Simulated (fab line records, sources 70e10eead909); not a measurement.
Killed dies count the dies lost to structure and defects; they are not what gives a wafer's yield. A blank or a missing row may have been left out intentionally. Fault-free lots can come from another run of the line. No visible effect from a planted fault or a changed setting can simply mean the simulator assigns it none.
Chamber matching + flow nand-harc + 4 sister chambers for NHARC_A_STAIRCASE_DESCUM_219 on rie-diel-13
The step chemistry O2, time 3 s. 4 wafers are shown with their chamber, then 7 later ones without.

WAFERS WITH THEIR CHAMBER
| wafer  | chamber | drypump-motor-current-A (A) |
|--------|---------|-----------------------------|
| L081.4 | 1       | 5.3                         |
| L081.6 | 0       | 5.3                         |
| L089.3 | 2       | 5.7                         |
| L089.4 | 3       | 6.4                         |

WAFERS MISSING THEIR CHAMBER
| wafer  | drypump-motor-current-A (A) |
|--------|-----------------------------|
| L089.5 | 5.7                         |
| L092.1 | 5.3                         |
| L092.3 | 5.4                         |
| L092.6 | 5.4                         |
| L094.1 | 5.4                         |
| L094.2 | 6.3                         |
| L094.6 | 5.7                         |

CHAMBER TAKEN BY EACH
| wafer  | from the rows above     | in truth |
|--------|-------------------------|----------|
| L089.5 | 2                       | 2        |
| L092.1 | can't be placed: 0 or 1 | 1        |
| L092.3 | can't be placed: 0 or 1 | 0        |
| L092.6 | can't be placed: 0 or 1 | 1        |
| L094.1 | can't be placed: 0 or 1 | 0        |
| L094.2 | 3                       | 3        |
| L094.6 | 2                       | 2        |
Correct placement for 3 of the 7. Not placeable from these rows: 4 (in 4, the candidates include the true chamber). Number placed wrongly: 0.
How it was worked out, from the rows above alone: a wafer's distance from a chamber is the root of the sum, over the readings, of the square of ((its reading less the chamber's mean) divided by the reading's scatter). The wafer belongs to the nearest chamber; if the next one is less than 2 further off, it can't be placed. The mean given for a chamber averages the wafers shown for that chamber. The scatter: with one shown wafer a chamber, the root of the mean of the squares of how far each hidden wafer lies from its nearest shown one.
